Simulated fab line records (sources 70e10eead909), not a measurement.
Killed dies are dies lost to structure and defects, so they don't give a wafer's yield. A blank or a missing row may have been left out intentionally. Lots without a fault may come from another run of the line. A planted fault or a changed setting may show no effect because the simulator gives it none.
Problem report, 8D (eight disciplines) form, completed by code | flow nandHarc | the parts of the form that need people (team, actions taken, sign-off) are left out

1. PROBLEM STATEMENT
killedDies at NHARC_END_SORT_01 reads a mean of 674 on 2 wafers of 2 lots; wafers without a fault read 35 with a standard deviation of 12. That puts it +53 standard deviations away from the usual mean.
Seen first at day 23 09:43 on prober-02, wafer L325.6. The record holds 6 wafers of 2 lots with a number at this step. Rule for "out", or "out of limits": more than 4 standard deviations from the usual mean. The rest of the wafers with a number are treated as sound.

2. WHAT THIS IS AND IS NOT
question                    | is                        | is not
which readings at this step | killedDies, killedAtArray | killedAtOther, killedAtPeriphery, killedOpen
which lots                  | L325, L327                | -
which wafers of those lots  | L325.6, L327.4            | L325.1, L325.3, L327.1, L327.2
read on which gauges        | prober-02                 | -
when                        | from day 23 09:43         | up to then (2 sound wafers); but 2 sound wafers of L327 came after

3. SUSPECTS, AND WHAT RULES EACH OUT
Counting: a tool at a process step up to the reading stays a suspect if it ran every lot that is out. Sound lots after the first of them don't rule it out here, since some wafers of a struck lot are sound.
- ruled out: the gauge at NHARC_END_SORT_01. All the wafers that are out were read on prober-02, but those of them that NHARC_A_SGD_CUT_ETCH_16 has rows for are out there too, on other tools.
- rieDiel-05 at NHARC_A_STAIRCASE_ETCHBACK_422 (etches the open film in CH3F/O2, target depth 40 nm, time 74.286 s): kept. It ran every lot that is out, first L325 (day 17 22:13).
- rieDiel-03 at NHARC_A_SGD_CUT_ETCH_15 (etches the open film in CH3F/O2, target depth 75 nm, time 64.3 s): kept. It ran every lot that is out, first L325 (day 18 01:03). NHARC_A_SGD_CUT_ETCH_15 gives no start for some lots, so the hours and the order of its lots are those of NHARC_A_SGD_CUT_ETCH_16.
- rieDiel-03 at NHARC_A_SGD_CUT_ETCH_16 (etches the open film in C4F8/O2/Ar, target depth 310.5 nm, time 155.2 s): kept. It ran every lot that is out, first L325 (day 18 01:03). Out on those wafers are its own readings of runLengthS.
- At NHARC_A_SGD_CUT_ETCH_16, inside rieDiel-03: chamber 0 took the wafers that are out, while their sound lot-mates went through chambers 1, 2, 3.
After the count, these remain: rieDiel-05 at NHARC_A_STAIRCASE_ETCHBACK_422, rieDiel-03 at NHARC_A_SGD_CUT_ETCH_15 and rieDiel-03 at NHARC_A_SGD_CUT_ETCH_16.

4. THE CAUSE (what the simulator had put in)
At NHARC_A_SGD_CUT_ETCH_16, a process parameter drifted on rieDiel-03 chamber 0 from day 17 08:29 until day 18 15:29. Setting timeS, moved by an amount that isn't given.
3 suspects survive the count, and this tool is in that group.

5. THE CHAIN OF EFFECTS, in route order
Each row: a reading whose mean over the struck wafers that have a number lies more than 3 standard deviations from the usual. Only readings for which the record gives a usual standard deviation are gone through. hours: the time from each lot's start at the first step in this table that gives one to its start at this step, as a median over the lots. sigmas: the change in usual standard deviations.
hours | step                    | reading       | usual   | on struck wafers | change | sigmas
0     | NHARC_A_SGD_CUT_ETCH_16 | runLengthS    | 176.5 s | 193.7            | +17.2  | +30
133   | NHARC_END_SORT_01       | killedAtArray | 31      | 668              | +637   | +53
133   | NHARC_END_SORT_01       | killedDies    | 35      | 674              | +640   | +53
The process steps in it:
- NHARC_A_SGD_CUT_ETCH_16: etches the open film in C4F8/O2/Ar, target depth 310.5 nm, time 155.2 s.

6. WHAT WOULD HAVE CAUGHT IT SOONER
In this record the first reading out of limits at a measuring or inspecting step was taken at day 23 09:43, 145 hours after the fault began at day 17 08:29.
Tool's own readings at NHARC_A_SGD_CUT_ETCH_16, runLengthS: out on all struck wafers the step has rows for; an alarm limit on them would have tripped on the first.
All the lots that are out (2) had begun NHARC_A_SGD_CUT_ETCH_16 on rieDiel-03 by day 23 09:43. Had the tool been put on hold then, not one of them would have been saved.
